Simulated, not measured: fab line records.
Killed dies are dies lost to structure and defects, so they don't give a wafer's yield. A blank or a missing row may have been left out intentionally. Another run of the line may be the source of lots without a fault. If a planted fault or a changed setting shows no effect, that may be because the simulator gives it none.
Matching of chambers + flow nand_harc + NHARC_A_STAIRCASE_TRIM_196 on rie_diel-04 has 4 sister chambers
The step chemistry O2, time 211.2 s. 4 wafers are shown with their chamber, then 7 later ones without.

== WAFERS WITH THEIR CHAMBER ==
| wafer  | chamber | drypump_motor_current_A (A) |
|--------|---------|-----------------------------|
| L272.1 | 1       | 5.58                        |
| L272.4 | 2       | 6.22                        |
| L273.3 | 0       | 5.94                        |
| L273.4 | 3       | 5.55                        |

== WAFERS WITH NO CHAMBER GIVEN ==
| wafer  | drypump_motor_current_A (A) |
|--------|-----------------------------|
| L273.6 | 5.91                        |
| L278.1 | 5.92                        |
| L278.3 | 5.55                        |
| L278.5 | 5.62                        |
| L277.2 | 5.56                        |
| L277.4 | 5.61                        |
| L277.6 | 5.61                        |

== WHICH CHAMBER EACH ONE RAN IN ==
| wafer  | from the rows above     | in truth |
|--------|-------------------------|----------|
| L273.6 | 0                       | 0        |
| L278.1 | 0                       | 0        |
| L278.3 | can't be placed: 3 or 1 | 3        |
| L278.5 | can't be placed: 1 or 3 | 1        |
| L277.2 | can't be placed: 3 or 1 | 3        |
| L277.4 | can't be placed: 1 or 3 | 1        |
| L277.6 | can't be placed: 1 or 3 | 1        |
Correctly placed: 2 of 7. Unplaceable from these rows: 5, with the true chamber sitting among the candidates in 5. Wrongly placed: 0.
How it was worked out, from the rows above alone: a wafer's distance from a chamber is the root of the sum, over the readings, of the square of ((its reading less the chamber's mean) divided by the reading's scatter). If the next closest chamber is less than 2 further off than the closest, the wafer can't be placed; otherwise it belongs to the closest. For every chamber, the mean is computed from those of its wafers that are shown. The scatter (one wafer shown for each chamber): square how far every hidden wafer sits from the nearest shown wafer, average those squares and take the square root.
